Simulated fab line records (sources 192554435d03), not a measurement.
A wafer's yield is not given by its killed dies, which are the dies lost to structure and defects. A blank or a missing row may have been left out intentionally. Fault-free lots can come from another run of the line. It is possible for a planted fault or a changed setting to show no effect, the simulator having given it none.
The same fault as seen by 2 desks || flow n5Finfet || each desk has only its own numbers; what lay behind them comes last

## THE DEFECT DESK
For each lot, the counts of the inspections along the route, averaged over the sampled wafers that have a number. The brackets show how far a lot's mean lies from the usual mean; more than 4 standard deviations puts the lot out of limits, marked OUT.
Columns: A = rawDefectCount at N5_BEOL_M7_INSPECT_58, usual 72; B = rawDefectCount at N5_BEOL_M8_INSPECT_13, usual 410
{"lot": "L914", "first seen here": "day 9 07:43", "A": 65, "B": 408}
{"lot": "L918", "first seen here": "day 10 07:57", "A": 56, "B": 293}
{"lot": "L920", "first seen here": "day 11 02:44", "A": 82, "B": 389}
{"lot": "L921", "first seen here": "day 11 07:41", "A": 82, "B": 428}
{"lot": "L922", "first seen here": "day 11 07:55", "A": "503 (+17) OUT", "B": "835 (+4.4) OUT"}
{"lot": "L923", "first seen here": "day 12 05:08", "A": "498 (+17) OUT", "B": "911 (+5.2) OUT"}
{"lot": "L930", "first seen here": "day 13 21:21", "A": 46, "B": 354}
{"lot": "L932", "first seen here": "day 15 00:40", "A": 59, "B": 398}
{"lot": "L935", "first seen here": "day 15 02:05", "A": 60, "B": 455}
{"lot": "L933", "first seen here": "day 15 03:34", "A": 86, "B": 469}
{"lot": "L934", "first seen here": "day 15 06:50", "A": 70, "B": 345}
Finding of this desk: L922, L923 out of limits; the first was L922 at day 11 07:55, on rawDefectCount at N5_BEOL_M7_INSPECT_58. Within limits: L914, L918, L920, L921, L930, L932, L935, L933, L934.

## AT THE METROLOGY DESK
What the gauges read, lot by lot, whatever tool the lot ran on: means of the sampled wafers that have a number. The brackets show how far a lot's mean lies from the usual mean; more than 4 standard deviations puts the lot out of limits, marked OUT.
Columns: A = trenchDepthNm at N5_BEOL_M7_OCD_MEAS_38, usual 93.3 nm
{"lot": "L914", "first seen here": "day 9 05:04", "A": 92.4}
{"lot": "L918", "first seen here": "day 10 04:35", "A": 93.5}
{"lot": "L920", "first seen here": "day 10 21:55", "A": 93.6}
{"lot": "L921", "first seen here": "day 11 01:59", "A": 93.8}
{"lot": "L922", "first seen here": "day 11 02:08", "A": 91.8}
{"lot": "L923", "first seen here": "day 12 01:27", "A": 93.6}
{"lot": "L930", "first seen here": "day 13 18:50", "A": 93.8}
{"lot": "L932", "first seen here": "day 14 21:38", "A": 92.7}
{"lot": "L935", "first seen here": "day 14 23:20", "A": 92.8}
{"lot": "L933", "first seen here": "day 15 00:43", "A": 94.4}
{"lot": "L934", "first seen here": "day 15 04:02", "A": 93.7}
This desk's finding: nothing out of limits on any of the 11 lots.

## TAKEN TOGETHER
The defect desk could have raised an alarm at day 11 07:55, on L922, L923.
At the metrology desk, nothing out of limits was observed.
The metrology desk has L922, L923 on record, within its limits.
N5_BEOL_M7_PRE_CLEAN_55 was run on pecvd-04 by each of the lots named.

## WHAT THE SIMULATOR PUT IN
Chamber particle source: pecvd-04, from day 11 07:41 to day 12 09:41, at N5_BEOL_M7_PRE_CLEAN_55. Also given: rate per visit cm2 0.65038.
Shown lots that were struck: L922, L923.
Hours from the fault's start to each desk's first reading out of limits: the defect desk, 0.
